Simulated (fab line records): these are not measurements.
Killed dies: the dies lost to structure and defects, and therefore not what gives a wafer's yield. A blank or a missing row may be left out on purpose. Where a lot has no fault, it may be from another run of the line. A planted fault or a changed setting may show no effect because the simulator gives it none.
A struck lot beside a sound one :: flow nand harc :: 17 steps out of a route of 1159
Sound: the wafers L363.2, L363.4, L363.5. Struck: wafers L366.1, L366.5 (left out: L366.4, a lot-mate that was not struck); the cause follows at the end.
For every step that has rows: the tool of each side, followed by ch and its chambers, followed by its first start. Under that, the readings that differ: sound wafers :: struck wafers :: difference of the means :: sigmas: that difference in standard deviations of wafers without a fault.
alike: same words and numbers on both sides, and readings whose means sit less than 2 such deviations apart. not compared: any withheld reading, any reading some wafer has no value for, any bound like >300 that may hide the same value, and any number with overlapping values for which the record gives no deviation.
Wherever a step has rows on one side only, a row that says differs or no value, or a row with sigmas, the two part there. Non-overlapping numbers with no deviation appear without sigmas and do not part them. A reading that every wafer of one side lacks parts them only if that side has two wafers or more.

NHARC_P_M2_INSPECT_11:
  sound on defect inspect-02, day 10 10:44; struck on defect inspect-01, day 10 19:20
  alike: raw defect count
NHARC_P_M2_DESCUM_14: chemistry O2, time 3 s.
  sound on rie diel-06 ch 2,3, day 10 10:47; struck on rie diel-06 ch 1, day 10 19:24
  alike: chamber pressure mTorr, drypump motor current A, oes product au, rf vpp V, showerhead plenum p Torr, throttle valve pct
  not compared: rf hours counter h
NHARC_P_M2_ETCH_35: etches the open film in N2/H2, target depth 40 nm, overetch 12 nm, time 43.94 s.
  sound on rie diel-06 ch 2,3, day 10 10:53; struck on rie diel-06 ch 1,2, day 10 19:29
  alike: chamber pressure mTorr, drypump motor current A, oes product au, rf vpp V, showerhead plenum p Torr, throttle valve pct
  not compared: rf hours counter h
then, 1 step without rows for these wafers: NHARC_P_M2_ETCH_15 (etches the open film in C4F8/Ar, target depth 182.5 nm, time 91.2 s).
NHARC_P_M2_CD_MEAS_16:
  sound on cd sem-03, day 10 11:06; struck on cd sem-01, day 10 19:43
  alike: cd nm
then, 1 step without rows for these wafers: NHARC_P_M2_STRIP_18 (strips in N2/H2).
NHARC_P_M2_ETCH_28: etches the open film in CF4/N2, target depth 30 nm, time 72.99 s.
  sound: rie diel-06 ch 1,3; struck: rie diel-06 ch 2,3
reading: cf4 flow sccm (sccm)
sound: 50.00 50.25 50.28
struck: 49.87 49.85
difference: -0.32
sigmas: -2
  alike: chamber pressure mTorr, drypump motor current A, oes product au, rf vpp V, showerhead plenum p Torr, throttle valve pct
  not compared: rf hours counter h
then, 1 step without rows for these wafers: NHARC_P_M2_STRIP_19 (strips in post etch residue remover, time 600 s).
NHARC_P_M2_DEGAS_29: time 60 s.
  sound on pvd sputter-02, day 10 11:49; struck on pvd sputter-03, day 10 20:26
  alike: heater power w
then, 2 steps without rows for these wafers: NHARC_P_M2_PRE_CLEAN_30 (time 30 s); NHARC_P_M2_PVD_20 (deposits TaN, target thk 5 nm, time 8.06 s).
NHARC_P_M2_PVD_21: deposits Cu, target thk 30 nm, time 20.49 s.
  sound on pvd sputter-02; struck on pvd sputter-03
  alike: chamber pressure pa, throttle valve pct
NHARC_P_M2_ECD_22: material Cu, target thk 400 nm.
  sound on ecd cu-02 ch 0,1, day 10 12:14; struck on ecd cu-01 ch 1, day 10 20:47
  alike: bath temp c
then, 1 step without rows for these wafers: NHARC_P_M2_ANNEAL_31 (time 90 s).
NHARC_P_M2_CMP_23: polishes, t overpolish 20 s, target thk 144.3 nm.
  sound on cmp-02 ch 1,3, day 10 12:58; struck on cmp-01 ch 2,3, day 10 21:32
reading: time to endpoint s (s)
sound: 30.5 28.7 30.5
struck: 12.8 13.3
difference: -16.8
sigmas: -11
  alike: motor current A, retaining ring pressure frac
NHARC_P_M2_THK_MEAS_24: measures by xrf.
  sound on film metro-02, day 10 13:15; struck on film metro-01, day 10 21:51
  alike: thk nm
following that, these wafers have no rows for 1 step: NHARC_END_SORT_01.

WHERE THEY PART
Earliest at NHARC_P_M2_ETCH_28; latest, in this record, at NHARC_P_M2_CMP_23. Later steps at which nothing parts them and some readings are alike: NHARC_P_M2_THK_MEAS_24.

WHY: what the simulator had put in
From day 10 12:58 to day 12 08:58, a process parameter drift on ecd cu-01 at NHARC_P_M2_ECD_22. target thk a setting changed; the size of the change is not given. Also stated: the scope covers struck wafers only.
